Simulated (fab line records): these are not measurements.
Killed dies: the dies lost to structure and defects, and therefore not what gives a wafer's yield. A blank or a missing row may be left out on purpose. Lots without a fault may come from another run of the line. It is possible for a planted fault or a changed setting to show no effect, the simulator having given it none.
A lot that was struck, set against a sound lot    flow n5Finfet    15 out of 1938 route steps
Sound: wafers L476.3, L476.5, L476.6. Struck: wafer L481.2; the same lot's L481.4 was not struck, so it is left out; see the end for the cause.
Per side, at each step with rows, come the tool, then ch with its chambers, and then its first start. Under that, the readings that differ: sound wafers    struck wafers    difference of the means    sigmas: that difference in standard deviations of wafers without a fault.
alike: readings whose means differ by less than 2 such deviations, and words and numbers that are the same on both sides. not compared: withheld readings, readings that some wafer has no value for, bounds like >300 that may hide the same value, and numbers for which the record gives no deviation and whose values overlap.
Wherever a step has rows on one side only, a row that says differs or no value, or a row with sigmas, the two part there. Numbers that have no deviation but don't overlap get no sigmas and don't part them. A reading that every wafer of one side lacks parts them only if that side has two wafers or more.

first, 6 steps without rows for these wafers: N5_BEOL_M5_COAT_22 (resist thk 30 nm); N5_BEOL_M5_EBR_24; N5_BEOL_M5_SOFTBAKE_23 (time 60 s); N5_BEOL_M5_EXPOSE_25 (exposes mask V4, defocus 10 nm); N5_BEOL_M5_PEB_26 (peb time 60 s); N5_BEOL_M5_DEVELOP_27 (develop time 30 s).
N5_BEOL_M5_CD_MEAS_28: target cd 30.6 nm, target cd y 20 nm.
  sound on cdSem-03 ch 0, day 12 21:25; struck on cdSem-01 ch 0, day 13 16:14
  alike: cdNm
N5_BEOL_M5_OVL_MEAS_29:
  sound on overlay-01 ch 0, day 12 21:28; struck on overlay-01 ch 0, day 13 16:16
  alike: V4_OVL
N5_BEOL_M5_INSPECT_30: inspects for defects (brightfield).
  struck on defectInspect-02, day 13 16:19; sound on defectInspect-02, day 12 21:31
  alike: rawDefectCount
N5_BEOL_M5_DESCUM_33: chemistry O2, time 7 s.
  sound on rieDiel-01 ch 1,2,3, day 12 21:36; struck on rieDiel-05 ch 2, day 13 16:28
reading               sound              struck  difference  sigmas
oesProductAu (a.u.)   0.69 0.86 0.69     0.94    +0.19       +2
throttleValvePct (%)  20.68 20.38 20.76  19.95   -0.66       -2
  alike: drypumpMotorCurrentA, rfVppV, showerheadPlenumPTorr
  not compared: rfHoursCounterH
N5_BEOL_M5_ETCH_75: etches underlayer in N2/H2, target depth 6.5 nm, time 5.2 s.
  sound on rieDiel-01 ch 1,2,3, day 12 21:38; struck on rieDiel-05 ch 2, day 13 16:30
reading               sound           struck  difference  sigmas
etchRfOnTimeS (s)     5.57 4.94 5.12  4.93    -0.28       -2
oesProductAu (a.u.)   0.57 0.75 0.60  0.81    +0.17       +2
throttleValvePct (%)  18.1 17.8 18.1  17.2    -0.8        -3
  alike: drypumpMotorCurrentA, rfVppV, showerheadPlenumPTorr
  not compared: rfHoursCounterH
N5_BEOL_M5_ETCH_67: etches SiARC in CF4, target depth 15.6 nm, time 26 s.
  sound on rieDiel-01 ch 1,2,3, day 12 21:39; struck on rieDiel-05 ch 2, day 13 16:31
reading               sound              struck  difference  sigmas
rfVppV (V)            182.6 182.9 184.9  187.0   +3.5        +3
throttleValvePct (%)  15.94 15.39 15.91  15.09   -0.66       -3
  alike: drypumpMotorCurrentA, etchRfOnTimeS, oesProductAu, showerheadPlenumPTorr
  not compared: rfHoursCounterH
N5_BEOL_M5_ETCH_68: etches SOC in N2/H2, target depth 80 nm, overetch 16 nm, time 120 s.
  sound on rieDiel-01 ch 1,2,3, day 12 21:41; struck on rieDiel-05 ch 2, day 13 16:33
reading               sound              struck  difference  sigmas
oesProductAu (a.u.)   0.54 0.66 0.53     0.79    +0.21       +3
runLengthS (s)        143.1 142.5 143.2  130.8   -12.1       -28
throttleValvePct (%)  18.0 17.7 18.1     17.1    -0.8        -3
  alike: drypumpMotorCurrentA, rfVppV, showerheadPlenumPTorr
  not compared: rfHoursCounterH, model.SiARC_of_BEOL_M5_COAT_66.thkNm
then, 1 step without rows for these wafers: N5_BEOL_M5_STRIP_69 (strips in N2/H2).
-- the record jumps here: 4 days lie between the struck wafers' starts before and after (it left off in module BEOL_M5 and takes up again in module PASSIVATION, whose first step shown is number 1936 of the route) --
N5_PASSIVATION_PROBE_49:
  the record has rows for the struck wafers here (prober-01, day 17 20:04) and none for the sound ones

WHERE THEY PART
Earliest at N5_BEOL_M5_DESCUM_33; latest, in this record, at N5_PASSIVATION_PROBE_49.

WHY: what the simulator had put in
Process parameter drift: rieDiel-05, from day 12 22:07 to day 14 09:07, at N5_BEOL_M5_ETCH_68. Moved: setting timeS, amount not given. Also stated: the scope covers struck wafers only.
